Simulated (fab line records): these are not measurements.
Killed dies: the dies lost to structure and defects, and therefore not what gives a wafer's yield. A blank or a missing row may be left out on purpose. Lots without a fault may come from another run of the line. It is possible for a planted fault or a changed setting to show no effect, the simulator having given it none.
Struck lot and sound lot, side by side    flow n5 finfet    41 steps out of a route of 1938
Sound: these wafers, L671.2, L671.4, L671.5. Struck: wafer L682.4; the same lot's L682.5 was not struck, so it is left out; see the end for the cause.
Each step with rows lists, per side, the tool, then ch with its chambers, then its first start. Under that, the readings that differ: sound wafers    struck wafers    difference of the means    sigmas: that difference in standard deviations of wafers without a fault.
alike: same words and numbers on both sides, and readings whose means sit less than 2 such deviations apart. not compared: any withheld reading, any reading some wafer has no value for, any bound like >300 that may hide the same value, and any number with overlapping values for which the record gives no deviation.
The two part at a step that has a row with sigmas, a row that says differs or no value, or rows on one side only. Numbers that have no deviation but don't overlap get no sigmas and don't part them. A reading that every wafer of one side lacks parts them only if that side has two wafers or more.

first, 9 steps without rows for these wafers: N5_BEOL_M1_COAT_05 (resist thk 30 nm); N5_BEOL_M1_EBR_07; N5_BEOL_M1_SOFTBAKE_06 (time 60 s); N5_BEOL_M1_EXPOSE_08 (exposes mask M1); N5_BEOL_M1_PEB_09 (peb time 60 s); N5_BEOL_M1_DEVELOP_10 (develop time 30 s); N5_BEOL_M1_DESCUM_16 (chemistry O2, time 7 s); N5_BEOL_M1_ETCH_74 (etches underlayer in N2/H2, target depth 6.5 nm, time 5.2 s); N5_BEOL_M1_ETCH_63 (etches SiARC in CF4, target depth 15.6 nm, time 26 s).
N5_BEOL_M1_ETCH_64: etches SOC in N2/H2, target depth 75 nm, overetch 15 nm, time 112.5 s.
  sound on rie diel-03 ch 1,2,3, day 7 13:07; struck on rie diel-03 ch 0, day 9 20:58
reading                                     sound              struck  difference  sigmas
rf vpp V (V)                                522.7 523.1 524.7  528.8   +5.3        +2
model.etch.depth nm (nm)                    59.76 59.72 59.72  54.68   -5.05       
model.SiARC_of_BEOL_M1_COAT_62.thk nm (nm)  6.8 6.8 7          8.8     +1.9        
model.BEOL_M1.cd offset nm (nm)             0.4 0.2 -0.4       -1.4    -1.5        
  alike: drypump motor current A, oes product au, showerhead plenum p Torr, throttle valve pct
  not compared: rf hours counter h
then, 3 steps without rows for these wafers: N5_BEOL_M1_STRIP_65 (strips in N2/H2); N5_BEOL_M1_STRIP_75 (strips in N2/H2); N5_BEOL_M1_STRIP_66 (strips in CF4).
N5_BEOL_M1_HM_OPEN_17: chemistry Cl2/BCl3, target TiN, target depth 20 nm, overetch 6 nm.
  sound on rie metal-02 ch 0,1, day 7 13:17; struck on rie metal-02 ch 0, day 9 21:09
reading                          sound         struck  difference  sigmas
model.BEOL_M1.cd offset nm (nm)  0.4 0.2 -0.4  -1.6    -1.7        
  alike: drypump motor current A, oes product au, throttle valve pct
  not compared: rf hours counter h
then, 1 step without rows for these wafers: N5_BEOL_M1_STRIP_19 (strips in O2).
N5_BEOL_M1_CD_MEAS_18: pitch 36 nm, target cd 18 nm.
  sound: cd sem-02 at day 7 13:28; struck: cd sem-02 at day 9 21:22
reading     sound           struck  difference  sigmas
cd nm (nm)  18.4 18.2 17.7  16.3    -1.8        -4
then, 13 steps without rows for these wafers: N5_BEOL_M1_COAT_67 (time 60 s, resist thk 60 nm); N5_BEOL_M1_COAT_68 (time 60 s, resist thk 12 nm); N5_BEOL_M1_COAT_76 (time 60 s, resist thk 5 nm); N5_BEOL_M1_COAT_22 (resist thk 30 nm); N5_BEOL_M1_EBR_24; N5_BEOL_M1_SOFTBAKE_23 (time 60 s); N5_BEOL_M1_EXPOSE_25 (exposes mask V0, defocus 5 nm, target cd 24 nm); N5_BEOL_M1_PEB_26 (peb time 60 s); N5_BEOL_M1_DEVELOP_27 (develop time 30 s); N5_BEOL_M1_DESCUM_33 (chemistry O2, time 7 s); N5_BEOL_M1_ETCH_77 (etches underlayer in N2/H2, target depth 6.5 nm, time 5.2 s); N5_BEOL_M1_ETCH_69 (etches SiARC in CF4, target depth 15.6 nm, time 26 s); N5_BEOL_M1_ALD_98 (deposits SiO2, target thk 2.5 nm, pulse time 1 s, co reactant pulse time 1 s).
N5_BEOL_M1_ETCHBACK_99: etches SiO2 in CHF3, target depth 5 nm, time 10.4 s.
  sound on rie diel-01 ch 1,2,3, day 7 18:22; struck on rie diel-03 ch 2, day 10 14:04
reading                sound           struck  difference  sigmas
oes product au (a.u.)  0.98 0.74 0.95  0.32    -0.57       -6
  alike: drypump motor current A, oes_f_703_au, rf vpp V, showerhead plenum p Torr, throttle valve pct
  not compared: rf hours counter h
then, 5 steps without rows for these wafers: N5_BEOL_M1_ETCH_70 (etches SOC in N2/H2, target depth 80 nm, overetch 16 nm, time 120 s); N5_BEOL_M1_STRIP_71 (strips in N2/H2); N5_BEOL_M1_STRIP_78 (strips in N2/H2); N5_BEOL_M1_STRIP_83 (strips in C4F6/O2); N5_BEOL_M1_STRIP_36 (strips in N2/H2).
N5_BEOL_M1_ETCH_41: etches SiCN in CH3F/O2, target depth 31.9 nm, time 57.8 s.
  sound: rie diel-01 ch 1,2,3; struck: rie diel-03 ch 2
reading                sound           struck  difference  sigmas
oes product au (a.u.)  0.97 0.75 0.93  0.31    -0.57       -6
  alike: CH3F_flow_sccm, drypump motor current A, rf vpp V, showerhead plenum p Torr, throttle valve pct
  not compared: rf hours counter h
N5_BEOL_M1_OCD_MEAS_38:
  sound: ocd-01 at day 7 18:45; struck: ocd-02 at day 10 14:28
reading               sound           struck  difference  sigmas
trench depth nm (nm)  57.1 53.5 55.5  1.7     -53.7       -41
N5_BEOL_M1_CD_MEAS_35: target cd 18 nm, target cd y 21 nm.
  sound: cd sem-02 at day 7 18:54; struck: cd sem-01 at day 10 14:37
  not compared: cd nm
N5_BEOL_M1_THK_MEAS_53: measures by xrf.
  sound: film metro-02 at day 7 22:46; struck: film metro-02 at day 10 19:28
  not compared: M1_THK
N5_BEOL_M4_RC_MEAS_101:
  the record has rows for the sound wafers here (prober-01 ch 0, day 9 15:09) and none for the struck ones
-- here the record skips 6 days between the struck wafers' starts before and after, leaving off in module BEOL_M4 and picking up in module PASSIVATION (first step shown: number 1936 of the route) --
N5_PASSIVATION_PROBE_49:
  rows exist in the record for the struck wafers here (prober-02, day 16 14:58), but not for the sound ones

## WHERE THEY PART
At N5_BEOL_M1_ETCH_64 first; at N5_PASSIVATION_PROBE_49 last (within this record only).

WHY: whatever the simulator had introduced
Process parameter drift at N5_BEOL_M1_ETCH_64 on rie diel-03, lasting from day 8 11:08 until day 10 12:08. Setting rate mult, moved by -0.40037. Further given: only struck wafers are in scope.
